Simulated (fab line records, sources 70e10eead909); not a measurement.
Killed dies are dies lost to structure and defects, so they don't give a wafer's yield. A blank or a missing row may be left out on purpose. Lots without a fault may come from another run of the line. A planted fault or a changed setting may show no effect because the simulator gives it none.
Chamber matching | flow nand_harc | NHARC_A_SLIT_ETCH_29 on rie_diel-09: 4 sister chambers
The step etches the open film in CF4/O2, target depth 100 nm, overetch 10 nm, time 55 s. 14 wafers are shown with their chamber, then 7 later ones without.

WAFERS WITH THEIR CHAMBER
wafer  | chamber | drypump_motor_current_A (A) | rf_vpp_V (V) | oes_product_au (a.u.)
L078.1 | 0       | 5.55                        | 198.8        | 0.993
L078.3 | 3       | 5.86                        | 199.3        | 0.992
L078.6 | 0       | 5.47                        | 198.4        | 0.991
L081.2 | 1       | 5.72                        | 197.2        | 0.999
L081.3 | 0       | 5.57                        | 199.3        | 0.993
L081.4 | 3       | 5.93                        | 199.4        | 0.985
L084.3 | 2       | 6.19                        | 197.4        | 0.998
L084.4 | 1       | 5.73                        | 196.4        | 1.002
L084.5 | 2       | 6.22                        | 195.9        | 1.003
L087.2 | 1       | 5.73                        | 197.5        | 1.005
L087.3 | 0       | 5.57                        | 197.9        | 0.995
L087.5 | 1       | 5.72                        | 198.3        | 1.001
L089.4 | 2       | 6.15                        | 197.4        | 0.989
L089.5 | 2       | 6.18                        | 196.5        | 0.995

SIGNATURES (means of the wafers above)
reading                 | chamber 0 | chamber 1 | chamber 2 | chamber 3 | scatter within a chamber
drypump_motor_current_A | 5.5400    | 5.7250    | 6.1850    | 5.8950    | 0.0344
rf_vpp_V                | 198.600   | 197.350   | 196.800   | 199.350   | 0.673
oes_product_au          | 0.99300   | 1.00175   | 0.99625   | 0.98850   | 0.00392
Rule: a wafer's distance from a chamber is the root of the sum, over the readings, of the square of ((its reading less the chamber's mean) divided by the reading's scatter). The wafer belongs to the nearest chamber; if the next one is less than 2 further off, it can't be placed. The scatter: the root of (the sum of the squares of (reading less its chamber's mean) over the shown wafers, divided by (wafers less chambers)).

WAFERS WITHOUT THEIR CHAMBER
wafer  | drypump_motor_current_A (A) | rf_vpp_V (V) | oes_product_au (a.u.)
L089.6 | 5.73                        | 195.6        | 0.997
L086.1 | 5.55                        | 198.5        | 1.005
L086.3 | 5.90                        | 200.4        | 0.990
L086.5 | 6.18                        | 196.1        | 1.007
L094.2 | 5.92                        | 199.2        | 0.993
L094.4 | 5.59                        | 197.9        | 0.994
L094.6 | 5.88                        | 199.2        | 0.979

WHICH CHAMBER EACH WENT THROUGH
wafer  | from the rows above | in truth
L089.6 | 1                   | 1
L086.1 | 0                   | 0
L086.3 | 3                   | 3
L086.5 | 2                   | 2
L094.2 | 3                   | 3
L094.4 | 0                   | 0
L094.6 | 3                   | 3
Placed correctly: 7 of 7. Can't be placed from these rows: 0. Placed wrongly: 0.
